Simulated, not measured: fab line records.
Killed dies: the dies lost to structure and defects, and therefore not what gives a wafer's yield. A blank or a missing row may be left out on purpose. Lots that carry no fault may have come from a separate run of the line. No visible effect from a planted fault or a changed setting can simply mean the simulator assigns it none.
Problem report, 8D (eight disciplines) form, completed by code ; flow n5Finfet ; the parts of the form that need people (team, actions taken, sign-off) are left out

== 1. PROBLEM STATEMENT ==
runLengthS at N5_BEOL_M11_CVD_75 reads a mean of 64.9 s on 3 wafers of 2 lots; wafers without a fault read 161.7 s with a standard deviation of 0.68. So: -99 or more standard deviations from the usual mean.
The step: deposits Co from CCTBA/H2, target thk 2 nm, time 138.9 s.
Earliest sighting: wafer L448.3 on cvdCo-02 at day 15 19:02. Wafers with a number at this step in the record: 34, from 12 lots. Rule for "out", or "out of limits": more than 4 standard deviations from the usual mean. All remaining wafers that have a number are taken as sound.

== 2. WHAT IT IS; WHAT IT IS NOT ==
question;is;is not
which readings at this step;runLengthS;chamberPressureTorr
which lots;L448, L449;L434, L435, L436, L437, L439, L440, L441, L442, L443, L446
which wafers of those lots;L448.3, L448.4, L449.3;L449.2
read on which tools;cvdCo-02;cvdCo-01
when;from day 15 19:02;"up to then (30 sound wafers); but 1 sound wafer of L449 came after"

== 3. THE SUSPECTS, EACH WITH WHAT RULES IT OUT ==
Counting: if a tool at a process step up to the reading ran every lot that is out, it stays a suspect. Sound lots after the first of them don't rule it out here, since some wafers of a struck lot are sound.
- cvdCo-02 at N5_BEOL_M11_CVD_75 (deposits Co from CCTBA/H2, target thk 2 nm, time 138.9 s): kept. It ran every lot that is out, first L448 (day 15 19:02); its last sound lot up to then is L443 (day 14 15:31). Its own runLengthS readings are out on those wafers.
- Within cvdCo-02 at N5_BEOL_M11_CVD_75: the wafers that are out ran in chambers 1, 2; their sound lot-mates ran in chamber 0.
Remaining after the count: cvdCo-02 at N5_BEOL_M11_CVD_75.

== 4. THE CAUSE (what the simulator had put in) ==
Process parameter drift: cvdCo-02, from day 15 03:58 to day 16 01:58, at N5_BEOL_M11_CVD_75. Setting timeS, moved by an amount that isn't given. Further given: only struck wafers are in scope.
Counting left only this tool.

== 5. THE CHAIN OF EFFECTS, in route order ==
Each row: a reading whose mean over the struck wafers that have a number lies more than 3 standard deviations from the usual. Only readings for which the record gives a usual standard deviation are gone through. hours: the time from each lot's start at the first step in this table that gives one to its start at this step, as a median over the lots. sigmas: the change in usual standard deviations.
hours;step;reading;usual;on struck wafers;change;sigmas
0;N5_BEOL_M11_CVD_75;runLengthS;161.7 s;64.9;-96.8;-99 or more
Its process steps:
- N5_BEOL_M11_CVD_75: deposits Co from CCTBA/H2, target thk 2 nm, time 138.9 s.

== 6. HOW IT WOULD HAVE BEEN CAUGHT EARLIER ==
First out-of-limits reading in this record: day 15 19:02, which is 15 hours after fault onset at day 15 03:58.
